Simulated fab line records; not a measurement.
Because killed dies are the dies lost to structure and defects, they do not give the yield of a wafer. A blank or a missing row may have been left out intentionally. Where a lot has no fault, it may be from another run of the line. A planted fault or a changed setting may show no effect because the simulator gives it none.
Matching of chambers | flow nand harc | NHARC_A_STAIRCASE_DESCUM_219 on rie diel-05 has 4 sister chambers
The step chemistry O2, time 3 s. 18 wafers are shown with their chamber, then 9 later ones without.

== WAFERS PAIRED WITH THEIR CHAMBERS ==
wafer  | chamber | drypump motor current A (A) | showerhead plenum p Torr (Torr) | oes product au (a.u.)
L075.1 | 2       | 5.3                         | 1.98                            | 0.998
L075.3 | 3       | 5.5                         | 1.88                            | 1.003
L075.4 | 1       | 5.5                         | 2.03                            | 1.006
L074.2 | 1       | 5.5                         | 2.02                            | 1.009
L074.3 | 3       | 5.5                         | 1.88                            | 1.004
L074.4 | 2       | 5.3                         | 1.98                            | 1.005
L082.1 | 0       | 6.1                         | 1.99                            | 0.996
L082.5 | 0       | 6.2                         | 1.98                            | 1.005
L082.6 | 2       | 5.3                         | 1.98                            | 1.019
L085.3 | 3       | 5.5                         | 1.88                            | 0.999
L085.5 | 2       | 5.3                         | 1.97                            | 1.012
L085.6 | 3       | 5.5                         | 1.88                            | 0.996
L088.2 | 3       | 5.5                         | 1.87                            | 0.996
L088.3 | 1       | 5.5                         | 2.01                            | 1.011
L088.5 | 2       | 5.3                         | 1.97                            | 1.014
L089.2 | 3       | 5.5                         | 1.87                            | 0.991
L089.3 | 2       | 5.3                         | 1.97                            | 1.014
L089.4 | 0       | 6.2                         | 1.98                            | 0.996

SIGNATURES (averages over the wafers above)
reading                  | chamber 0 | chamber 1 | chamber 2 | chamber 3 | scatter within a chamber
drypump motor current A  | 6.167     | 5.500     | 5.300     | 5.500     | 0.0218
showerhead plenum p Torr | 1.9833    | 2.0200    | 1.9750    | 1.8767    | 0.00627
oes product au           | 0.99900   | 1.00867   | 1.01033   | 0.99817   | 0.0058
Rule: distance of a wafer from a chamber = root of the sum over the readings of ((wafer's reading minus chamber's mean) / reading's scatter) squared. The wafer belongs to the nearest chamber; if the next one is less than 2 further off, it can't be placed. The scatter is the square root of a quotient: the sum, over the shown wafers, of each reading's squared deviation from its chamber's mean, divided by wafers minus chambers.

== WAFERS MISSING THEIR CHAMBER ==
wafer  | drypump motor current A (A) | showerhead plenum p Torr (Torr) | oes product au (a.u.)
L087.2 | 5.5                         | 1.87                            | 1.005
L087.5 | 5.5                         | 2.01                            | 1.013
L087.6 | 5.3                         | 1.97                            | 0.996
L097.1 | 5.5                         | 1.86                            | 1.005
L097.2 | 6.2                         | 1.97                            | 1.014
L097.3 | 5.3                         | 1.96                            | 1.008
L097.4 | 5.5                         | 2.00                            | 0.996
L097.5 | 5.5                         | 2.00                            | 1.005
L097.6 | 5.3                         | 1.96                            | 1.016

== EACH ONE'S CHAMBER ==
wafer  | from the rows above | in truth
L087.2 | 3                   | 3
L087.5 | 1                   | 1
L087.6 | 2                   | 2
L097.1 | 3                   | 3
L097.2 | 0                   | 0
L097.3 | 2                   | 2
L097.4 | 1                   | 1
L097.5 | 1                   | 1
L097.6 | 2                   | 2
9 of 9 placed correctly. Number that these rows cannot place: 0. Placed wrongly: 0.
